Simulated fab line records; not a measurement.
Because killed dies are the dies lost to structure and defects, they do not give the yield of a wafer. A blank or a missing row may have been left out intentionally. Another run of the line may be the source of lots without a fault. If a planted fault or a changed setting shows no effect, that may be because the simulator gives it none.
Chamber matching | flow n5-finfet | N5_BEOL_M7_CURE_75 on uv-cure-02: 3 sister chambers
The step cures SiCOH lowk, time 120 s. 14 wafers are shown with their chamber, then 7 later ones without.

== EACH WAFER AND ITS CHAMBER ==
wafer  | chamber | wafer_temp_C_max | lamp-power-pct (%)
L075.1 | 0       | 371.3            | 52.35
L075.3 | 0       | 371.9            | 52.23
L075.5 | 0       | 371.8            | 52.33
L081.1 | 2       | 373.7            | 52.35
L081.3 | 2       | 372.4            | 52.37
L081.6 | 2       | 373.3            | 52.32
L082.2 | 2       | 372.9            | 52.40
L082.3 | 2       | 373.6            | 52.26
L082.5 | 2       | 372.5            | 52.34
L086.1 | 2       | 373.5            | 52.32
L086.4 | 2       | 372.3            | 52.25
L086.6 | 2       | 373.0            | 52.33
L089.4 | 1       | 370.8            | 52.36
L089.5 | 1       | 370.8            | 52.24

SIGNATURES, as means of the wafers listed above
reading          | chamber 0 | chamber 1 | chamber 2 | scatter within a chamber
wafer_temp_C_max | 371.667   | 370.800   | 373.022   | 0.477
lamp-power-pct   | 52.3033   | 52.3000   | 52.3267   | 0.0555
Rule: distance of a wafer from a chamber = root of the sum over the readings of ((wafer's reading minus chamber's mean) / reading's scatter) squared. The wafer belongs to the nearest chamber; if the next one is less than 2 further off, it can't be placed. The scatter is the square root of a quotient: the sum, over the shown wafers, of each reading's squared deviation from its chamber's mean, divided by wafers minus chambers.

== WAFERS WITH NO CHAMBER GIVEN ==
wafer  | wafer_temp_C_max | lamp-power-pct (%)
L089.6 | 370.8            | 52.33
L090.1 | 371.8            | 52.33
L090.2 | 373.3            | 52.36
L090.6 | 374.1            | 52.34
L092.1 | 370.9            | 52.33
L092.2 | 371.4            | 52.31
L092.6 | 371.4            | 52.35

== WHICH CHAMBER EACH ONE RAN IN ==
wafer  | from the rows above     | in truth
L089.6 | can't be placed: 1 or 0 | 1
L090.1 | can't be placed: 0 or 1 | 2
L090.2 | 2                       | 2
L090.6 | 2                       | 2
L092.1 | can't be placed: 1 or 0 | 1
L092.2 | can't be placed: 0 or 1 | 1
L092.6 | can't be placed: 0 or 1 | 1
Placed correctly: 2 of 7. Not placeable from these rows: 5 (in 4, the candidates include the true chamber). Placed wrongly: 0.
